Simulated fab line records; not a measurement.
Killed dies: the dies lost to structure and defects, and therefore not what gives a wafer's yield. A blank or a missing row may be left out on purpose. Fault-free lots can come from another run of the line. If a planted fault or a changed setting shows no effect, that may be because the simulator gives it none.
fab line records | flow n5Finfet
[record] lots = 5 wafers = 15 lastDay = 18
route steps=1938 shown BEOL_M4@1099 BEOL_M5@1112 BEOL_M7@1266 PASSIVATION@1936
lots with no fault: from the same line, run without faults
startH: start of the lot's first displayed wafer, in hours after the record's first day | waitH: how many hours have passed since the lot's step before this one | " same as the row above | L1.1+2: several wafers, shown together as one row | - no value, or no start was given | * or withheld: withheld | < > ~ a bound
route shown NAME@n: a module of which the file shows steps, and the number in the route of the first | usual: mean/standard deviation taken from wafers without a fault | same: alike in all rows | chamber/n: place in a boat | sites: each site's reading | _std_site: how widely they spread, as a standard deviation | _edge_site: inner sites' mean taken away from outer sites' mean | radiusMm: for every site, how far away it sits from the centre of the wafer | mask NAME#n: copy n | behind: the tool/chamber that last shaped the wafer | hold: why the lot went on hold/how many hours it stayed there/how the hold came to an end | device: which transistor (n, p or np) failed to switch | end of line: tests of these same wafers at the route's end | for a step that has no rows: nothing shown but its recipe | killed: at the first sort, the dies lost to defects and structure; wafer yield is something else | map: per-die view of a wafer (x killed, . not killed, _ where there is no die)
set.NAME: the setting as run; set.NAME@STEP: as run at that earlier step | model.NAME: the simulator's own value behind a step, which no gauge read
a table for each step, a row for each wafer; lots at some steps of the route
services: a tool's chamber out of use, with start hour (startH, from the record's first day; less than 0 if before it), hours out, and reason
[[steps]]
[step N5_BEOL_M4_ANNEAL_95]
[recipe] tempC = 400 timeS = 240 ambient = vacuum
[step N5_BEOL_M4_SPUTTER_96]
[recipe] material = Cu targetThkA = 45 tempC = -20 chamberPressurePa = 0.07 powerW = withheld timeS = 8.29
[step N5_BEOL_M4_ECD_50]
[recipe] material = Cu targetThkA = 3000
[step N5_BEOL_M4_ANNEAL_51]
[recipe] tempC = 225 timeS = 90 ambient = N2
[step N5_BEOL_M4_CMP_52]
[recipe] stopOn = SiOC tOverpolishS = 6.8 downForcePsi = 1 platenRpm = 50 clearingPlatenDownForcePsi = 1.5 clearingPlatenRpm = 50 postCmpClean = cuAlkaline targetThkNm = 40 clearingPlatenPadVelocityMS = 0.99484 padVelocityMS = 0.99484
[step N5_BEOL_M4_PRE_CLEAN_60]
[recipe] gas = NH3/H2 timeS = 15 tempC = * rfPowerW = 300
[step N5_BEOL_M4_CO_CAP_55]
[recipe] material = Co targetThkA = 20 tempC = 200 precursor = CCTBA/H2 pressureTorr = 30 timeS = 102.1
[step N5_BEOL_M4_PRE_CLEAN_56]
[recipe] gas = NH3 timeS = 15 tempC = withheld rfPowerW = 300
[step N5_BEOL_M4_DEP_57]
[recipe] material = SiCN targetThkA = 80 tempC = withheld precursor = 3MS/NH3 pressureTorr = 3 rfW = 202 timeS = 14
[step N5_BEOL_M4_RC_MEAS_101]
[usual] DIBL_N = 36.0/2.5 DIBL_P = 36.7/3 IOFF_N = 0.16/0.043 IOFF_P = 0.21/0.049 ION_N = 673/15 ION_P = 461/9.8 SS_N = 71.5/0.83 SS_P = 73.4/0.83 VT_N = 250/4 VT_P = -251/4
// columns lot.wafer tool chamber startH waitH DIBL_N[mV/V] DIBL_P[mV/V] IOFF_N[nA/um] IOFF_P[nA/um] ION_N[uA/um] ION_P[uA/um] SS_N[mV/dec] SS_P[mV/dec] VT_N[mV] VT_P[mV]
L673.3 prober-02 0 242.34 0.3 36.3 36.6 0.18 0.21 697 467 71.0 73.8 249 -252
L673.4 " 0 " " 39.4 39.3 0.20 0.24 678 457 72.8 74.5 248 -252
L673.6 " 0 " " 39.2 40.1 0.22 0.27 691 482 72.9 74.1 247 -249
L676.1 prober-01 0 243.35 0.0 35.8 35.2 0.14 0.22 662 460 71.2 72.4 251 -250
L676.3 " 0 " " 36.8 36.6 0.16 0.24 666 466 72.1 74.7 251 -244
L676.6 " 0 " " 38.0 38.2 0.19 0.26 680 469 71.3 73.8 247 -247
L678.1 prober-01 0 269.88 0.0 35.1 36.4 0.14 0.18 666 458 71.5 73.6 252 -252
L678.2 " 0 " " 33.6 34.6 0.12 0.17 653 452 71.8 72.7 254 -254
L678.5 " 0 " " 38.4 38.7 0.19 0.22 679 461 72.4 74.0 246 -251
L679.2 prober-02 0 277.09 0.2 37.5 39.2 0.18 0.28 686 480 72.4 73.2 245 -245
L679.3 " 0 " " 39.4 40.0 0.22 0.28 699 472 72.1 73.7 247 -247
L679.4 " 0 " " 36.6 37.6 0.17 0.24 687 474 70.8 73.1 249 -248
L684.2 prober-01 0 320.03 0.2 37.2 38.7 0.19 0.22 670 452 71.5 73.9 247 -249
L684.3 " 0 " " 37.1 39.0 0.17 0.23 663 457 71.8 73.9 249 -250
L684.6 " 0 " " 36.9 38.0 0.17 0.22 688 467 71.7 73.6 249 -250
[step N5_BEOL_M5_ILD_DEP_00]
[recipe] material = SiCOH_lowk targetThkA = 1406.4 tempC = 300 precursor = DEMS/porogen pressureTorr = 5 rfW = 500 timeS = 25.9
[step N5_BEOL_M5_CURE_79]
[recipe] tempC = 385 timeS = 240 ambient = He/Ar material = SiCOH_lowk
[step N5_BEOL_M5_PECVD_70]
[recipe] material = SiO2 targetThkA = 160 tempC = 400 precursor = TEOS/O2 pressureTorr = 5.5 rfW = 450 teosFlowSccm = 53.8 gas = O2 flowSccm = 3000 timeS = 18
[step N5_BEOL_M5_HM_DEP_02]
[recipe] material = TiN targetThkA = 200 tempC = 25 chamberPressurePa = 0.49996
[step N5_BEOL_M5_COAT_59]
[recipe] resist = SOC tempC = 250 timeS = 60 spinRpm = 1500 resistThkNm = 60
[step N5_BEOL_M5_COAT_60]
[recipe] resist = SiARC tempC = 220 timeS = 60 spinRpm = 1500 resistThkNm = 12
[step N5_BEOL_M5_COAT_71]
[recipe] resist = underlayer tempC = 205 timeS = 60 spinRpm = 1500 resistThkNm = 5
[step N5_BEOL_M5_COAT_05]
[recipe] resist = CAR-EUV spinRpm = 1500 resistThkNm = 30
[step N5_BEOL_M5_EBR_07]
[recipe] solvent = PGMEA ebrWidthMm = 1.5
[step N5_BEOL_M5_SOFTBAKE_06]
[recipe] tempC = 110 timeS = 60 resist = CAR-EUV
[step N5_BEOL_M5_EXPOSE_08]
[recipe] maskId = M5 na = 0.33 sourceShape = annular sigmaInner = 0.4 sigmaOuter = 0.8 polarization = unpolarized targetCdNm = 28 doseMj = 35.75
[step N5_BEOL_M5_PEB_09]
[recipe] pebTempC = 100 pebTimeS = 60 resist = CAR-EUV
[step N5_BEOL_M5_DEVELOP_10]
[recipe] developTimeS = 30 developer = TMAH resist = CAR-EUV rinseLiquid = surfactantRinse dry = airSpin devTempC = 23
[step N5_BEOL_M5_DESCUM_16]
[recipe] chemistry = O2 timeS = 7 sourcePowerW = 50 biasPowerW = 20 pressureMtorr = 20 rfFrequencyHz = 2.712e+07 tempC = 40 resist = CAR-EUV o2FlowSccm = 225
[step N5_BEOL_M5_ETCH_72]
[recipe] chemistry = N2/H2 target = underlayer targetDepthA = 65 maskMaterial = CAR-EUV timeS = 5.2 ionEnergyEv = 200 pressureMtorr = 30 sourceW = 840 biasW = 150 n2FlowSccm = 200 h2FlowSccm = 200 ends = cleared
[step N5_BEOL_M5_ETCH_61]
[recipe] chemistry = CF4 target = SiARC targetDepthA = 156 maskMaterial = CAR-EUV timeS = 26 ionEnergyEv = 80 pressureMtorr = 40 sourceW = 545 biasW = 36 Ar_flow_sccm = 100 cf4FlowSccm = 100 ends = cleared
[step N5_BEOL_M5_ETCH_62]
[recipe] chemistry = N2/H2 target = SOC targetDepthA = 750 overetchA = 150 maskMaterial = SiARC tempC = 40 timeS = 112.5 ionEnergyEv = 200 pressureMtorr = 30 sourceW = 840 biasW = 150 n2FlowSccm = 200 h2FlowSccm = 200
[step N5_BEOL_M5_STRIP_63]
[recipe] chemistry = N2/H2 tempC = 40 n2FlowSccm = 200 h2FlowSccm = 200 rfFrequencyHz = 6e+07
[step N5_BEOL_M5_STRIP_73]
[recipe] chemistry = N2/H2 tempC = 40 n2FlowSccm = 200 h2FlowSccm = 200 rfFrequencyHz = 6e+07
[step N5_BEOL_M5_STRIP_64]
[recipe] chemistry = CF4 resist = SiARC powerW = 300 biasPowerW = 75 pressureMtorr = 50 cf4FlowSccm = 150 rfFrequencyHz = 6e+07
[step N5_BEOL_M5_HM_OPEN_17]
[recipe] chemistry = Cl2/BCl3 targetDepthA = 200 overetchA = 60 target = TiN maskMaterial = SOC ionEnergyEv = 150 pressureMtorr = 10 icpW = 1000 biasW = 126 Cl2_flow_sccm = 53.25 bcl3FlowSccm = 21.75 Ar_flow_sccm = 25
[step N5_BEOL_M5_STRIP_19]
[recipe] chemistry = O2 powerW = 400 tempC = 40 pressureMtorr = 30 rfFrequencyHz = 6e+07 biasPowerW = 0 overashFraction = 0.2 o2FlowSccm = 225
[step N5_BEOL_M5_COAT_65]
[recipe] resist = SOC tempC = 250 timeS = 60 spinRpm = 1500 resistThkNm = 60
[step N5_BEOL_M5_COAT_66]
[recipe] resist = SiARC tempC = 220 timeS = 60 spinRpm = 1500 resistThkNm = 12
[step N5_BEOL_M7_PECVD_70]
[recipe] material = SiO2 targetThkA = 200 tempC = 400 precursor = TEOS/O2 pressureTorr = 5.5 rfW = 450 teosFlowSccm = 53.8 gas = O2 flowSccm = 3000 timeS = 22.7
[usual] chamberPressureTorr = 5.500/0.013 heaterPowerOuterW = 426/83 heaterPowerW = 726/120 showerheadPlenumPTorr = 8.76/0.064 susceptorTempC = 399.98/0.21 throttleValvePct = 22.3/0.81
// columns lot.wafer tool chamber startH waitH chamberPressureTorr heaterPowerOuterW heaterPowerW showerheadPlenumPTorr susceptorTempC throttleValvePct
L673.3 pecvd-02 2 265.66 0.0 - - - - - -
L673.4 " 0 " " - - - - - -
L673.6 " 2 " " - - - - - -
L676.1 pecvd-01 0 291.98 0.0 - - - - - -
L676.3 " 2 " " - - - - - -
L676.6 " 0 " " - - - - - -
L678.1 pecvd-01 0 292.83 0.0 - - - - - -
L678.2 " 2 " " - - - - - -
L678.5 " 2 " " - - - - - -
L679.2 pecvd-01 1 301.07 0.0 5.519 509 864 8.64 400.07 22.6
L679.3 " 0 " " 5.468 409 696 8.70 400.24 21.8
L679.4 " 0 " " 5.478 428 700 8.71 399.93 21.6
L684.2 pecvd-02 2 340.65 0.0 5.498 373 610 8.85 399.97 20.1
L684.3 " 1 " " 5.492 324 610 8.72 399.90 22.3
L684.6 " 0 " " 5.520 390 659 8.84 400.25 23.6
[step N5_PASSIVATION_PROBE_49]
[usual] defectLimitedYield = 91.1/1.5 killed_at_M0_to_M3 = 37/11 killed_at_M4_up = 13/5.6 killedAtContacts = 12/5.6 killedAtFrontEnd = 39/11 killedAtOther = 4/3.1 killedDies = 105/18 killedOnRim = 14/3.8 killedOpen = 69/13 killedShort = 35/7.4 sort_bin_5_function = 5.1/0.92 sort_bin_6_memory = 3.4/0.76 sortNPass = 1075/18 sortYieldPct = 91.1/1.5
[same] grossDies = 1180 killedAtBackSide = 0 sort_bin_4_leakage[%] = 0 sort_bin_8_speed[%] = 0
// columns lot.wafer tool chamber startH waitH defectLimitedYield[%] killed_at_M0_to_M3 killed_at_M4_up killedAtContacts killedAtFrontEnd killedAtOther killedDies killedOnRim killedOpen killedShort sort_bin_5_function[%] sort_bin_6_memory[%] sortNPass sortYieldPct[%]
L673.3 prober-02 - 349.26 0.1 61.5 46 341 32 34 1 454 118 90 39 34.5 3.8 726 61.5
L673.4 prober-02 - 349.31 0.2 62.0 70 340 5 27 6 448 35 75 45 33.2 4.4 732 62.0
L673.6 prober-02 - 349.41 0.3 65.6 45 321 7 30 3 406 105 62 33 30.8 3.2 774 65.6
L676.1 prober-01 - 381.22 0.0 62.5 26 347 20 41 8 442 88 71 36 33.7 3.1 738 62.5
L676.3 prober-01 - 381.32 0.1 63.1 52 347 10 26 0 435 24 68 32 33.1 3.4 745 63.1
L676.6 prober-01 - 381.47 0.3 66.4 35 329 8 18 6 396 90 53 30 30.8 2.6 784 66.4
L678.1 prober-02 - 390.19 0.0 63.7 29 343 14 39 3 428 86 57 27 32.8 2.5 752 63.7
L678.2 prober-02 - 390.24 0.1 65.8 36 335 6 24 2 403 13 59 29 31.1 2.8 777 65.8
L678.5 prober-02 - 390.39 0.2 63.5 39 328 15 48 1 431 11 70 35 32.5 2.9 749 63.5
// killed by level:class
L673.3 BEOL_M7:areaPecvd=325 MOL_CONTACT_COAG:geometricParticle:open=26 FIN_SAQP:geometricParticle:open=15 BEOL_M0_SAQP:geometricParticle:short=12 BEOL_M0_SAQP:geometricParticle:open=10 BEOL_M3:geometricParticle:open=9 BEOL_M4:geometricParticle:open=9 FIN_SAQP:geometricParticle:short=7
L673.4 BEOL_M7:areaPecvd=328 BEOL_M0_SAQP:geometricParticle:open=20 BEOL_M0_SAQP:geometricParticle:short=19 BEOL_M1:geometricParticle:open=11 BEOL_M3:geometricParticle:open=11 FIN_SAQP:geometricParticle:short=5 GATE_CUT:geometricParticle:short=5 BEOL_M2:geometricParticle:open=5
L673.6 BEOL_M7:areaPecvd=311 BEOL_M0_SAQP:geometricParticle:open=12 BEOL_M0_SAQP:geometricParticle:short=12 BEOL_M1:geometricParticle:open=11 FIN_SAQP:geometricParticle:open=7 BEOL_M4:geometricParticle:open=7 FIN_SAQP:geometricParticle:short=5 MOL_CONTACT_COAG:geometricParticle:open=5
L676.1 BEOL_M7:areaPecvd=334 MOL_CONTACT_COAG:geometricParticle:open=14 STI_FIN_REVEAL:geometricParticle:open=11 BEOL_M5:geometricParticle:open=8 STARTING-WAFER:geometricParticle:open=7 BEOL_M0_SAQP:geometricParticle:open=6 MOL_CONTACT_COAG:geometricParticle:short=6 FIN_SAQP:geometricParticle:short=5
L676.3 BEOL_M7:areaPecvd=334 BEOL_M0_SAQP:geometricParticle:short=14 BEOL_M0_SAQP:geometricParticle:open=13 BEOL_M2:geometricParticle:open=12 MOL_CONTACT_COAG:geometricParticle:open=8 BEOL_M1:geometricParticle:open=5 FIN_SAQP:geometricParticle:open=4 BEOL_M5:geometricParticle:open=4
L676.6 BEOL_M7:areaPecvd=312 BEOL_M0_SAQP:geometricParticle:short=11 BEOL_M0_SAQP:geometricParticle:open=8 MOL_CONTACT_COAG:geometricParticle:open=7 BEOL_M5:geometricParticle:open=6 BEOL_M1:geometricParticle:open=4 BEOL_M3:geometricParticle:open=4 BEOL_M4:geometricParticle:open=4
L678.1 BEOL_M7:areaPecvd=336 MOL_CONTACT_COAG:geometricParticle:open=10 STI_FIN_REVEAL:geometricParticle:open=8 HKMG_FIN:areaEtch=8 FIN_SAQP:geometricParticle:open=7 BEOL_M0_SAQP:geometricParticle:open=6 FIN_SAQP:geometricParticle:short=5 BEOL_M0_SAQP:geometricParticle:short=5
L678.2 BEOL_M7:areaPecvd=312 BEOL_M0_SAQP:geometricParticle:short=10 BEOL_M4:geometricParticle:open=8 BEOL_M0_SAQP:geometricParticle:open=6 BEOL_M3:geometricParticle:open=6 BEOL_M5:geometricParticle:open=6 MOL_CONTACT_COAG:geometricParticle:open=5 STARTING-WAFER:geometricParticle:open=5
L678.5 BEOL_M7:areaPecvd=319 BEOL_M2:geometricParticle:open=12 MOL_CONTACT_COAG:geometricParticle:open=11 STI_FIN_REVEAL:geometricParticle:open=9 BEOL_M3:geometricParticle:open=8 HKMG_FIN:areaEtch=7 FIN_SAQP:geometricParticle:open=6 FIN_SAQP:geometricParticle:short=6
// map L673.3 (x killed, . not)
_________________xxx.xxxxxxxx________________
______________.xxx.x..xxx.xxxxxx_____________
___________xxxxxxxxxxxx.xxx.x.x..xx__________
__________.xx.x..xxx.x.xxx.xxxxxxx.x_________
________xxxxx...x....x.....x...xxxxxxx_______
_______xxx......x.....x..xxx...x.xx.x.x______
______xx.x.x..x..x.....xxx..x.x.x...xxx._____
_____xxx........x.....x..........xx..xx.x____
____xxxxx..x.xx.xx.x.xxx............xx..x.___
___xxxx.....x.............x.x....x.....x.xx__
___x.xx...x....x.......x...........x.xxxx.x__
__x.xxxxx....x....x.................x..xxxxx_
__xxxxx.x.x....x...x...........x...x....xx.x_
_x.xx.xxx.x.......x..x.....x..xx.x...xx.x..xx
_xxxxx....x....x.............x....x.xx.xxx.xx
_xxxxx.x.x.........x.....xxxx.....x...xxx.x.x
_xxxx...xx.......xxx.....xxx...x....x..xxxx.x
_xxxxxx..x......x.....x........x......xx.x.xx
_xxx..x.....xxx...x...............xx..xx.x...
_x.xxxx..x.x..x.......x.....x.x.......x..xx.x
_xxxx..x.x..x........xx...xx...........x..x.x
__xxx.x.x......x.....x....x.....x......xx..x_
__xxxxxxx..x.....x....x....x............x.xx_
___.xxxxx.......x.x.........x...x..xx.x.xxx__
___xx....xx...x..x..........xx...x....x..x.__
____xxx...x...x...........x....x...x.x...x___
_____xxxx.x.x.x.......xx........x..xxx..x____
______.x.x....xx.x.x........x....x...xxx_____
_______xx..x......x.x......x.xx.x.x....______
________x.xx...x.xx.x.x......xx...xx.x_______
__________xx..x.........x......xx..._________
___________x...xxxx..x..x......xx..__________
______________xxxxx..x....x..xxx_____________
_________________.xxxx.xx.xxx________________
// map L676.1 (x killed, . not)
_________________x.x.x...xxx.________________
______________x...x..xx.x......._____________
___________x.xx..xx...xx.x.x.xxx...__________
__________xx.x.xx.x...x..xxx........_________
________xxx..x.x.x..xx....x.......x.x._______
_______.xxxx.......xx.x...x.......x....______
______x..x........x..x...x..........x..._____
_____xxxxx.x.x...x.x..............x...x..____
____x..xxxx.xx.x..xx.x.......x.........x..___
___xx.xx..x..x.xx...........x........x..x..__
___.xxx.x.xx.x...........x....x............__
__x.xxxxxxx.................x...........x..._
__xx.x..x.x.................x.x..x........xx_
_xxxxxxxx.xxx...........x....................
_xxx.x.xxx.x..xx...x...x.......x.........x...
_xxxxxxx..xx.xx.........x...................x
_xxxxxxxx...x...........x.......x.....x.x.x.x
_xxxxxxxxx...x....x...................x.x.x.x
_xxx.x..x..xx.x.x......x...x.x...xx.....xx...
_xxxxxxxx..x.x...x....x..xx...............x..
_xxxxxx....xx..x.......x..x...............x.x
__xxx.xxx.x.xx...x..x.x.....xx......x......x_
__xxxxxxxxxxxxx.............x..........x...._
___xxxxxxxxxxx..x..........x..x.......x....__
___xxx.xx.x.x.xxx.x....x.x..x......x...x..x__
____xxxxxxxx..x.x.x...xx..............x...___
_____xxxxxxxxxx.xx...x.x.......x........x____
______xx.xx.x.x.xx..xxx.....xx.x..xxx.x._____
_______xxx.xx.xxxx.....xx..x.x..x.xxxx.______
________xxxxxxxx.x.xx....x.xxxxx....x._______
__________xxxxxxx.xx...x.xxxx.xxx..._________
___________xx.xxxxx..xx.x.xxxx...xx__________
______________xxxxxxxx.xxxxx.xxx_____________
_________________xxxxx.xxx.xx________________
[[services]]
// columns tool chamber startH hours kind
pecvd-02 2 242.56 2.1 scheduledDown
pecvd-02 - 271.91 2.8 pm
pecvd-01 1 276.15 2.1 scheduledDown
pecvd-01 - 283.28 4.3 pm
[[key]]
[firstSign] step = N5_BEOL_M7_PECVD_70 reading = toolRecord direction = missing
[effect] step = N5_PASSIVATION_PROBE_49 reading = killed_at_M4_up direction = up sigmas = 57 usual = 13 struck = 337
[moreKillsBornAt] N5_BEOL_M7_PECVD_70@pecvd-01 = 1947 N5_BEOL_M7_PECVD_70@pecvd-02 = 964
metAt N5_BEOL_M7_PECVD_70
struckWafers L673.3,L673.4,L673.6,L676.1,L676.3,L676.6,L678.1,L678.2,L678.5
[fault] kind = skippedStepWhole tool = pecvd-01,pecvd-02 chamber = - onsetH = 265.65 steps = N5_BEOL_M7_PECVD_70 scope = struckLotsOnly
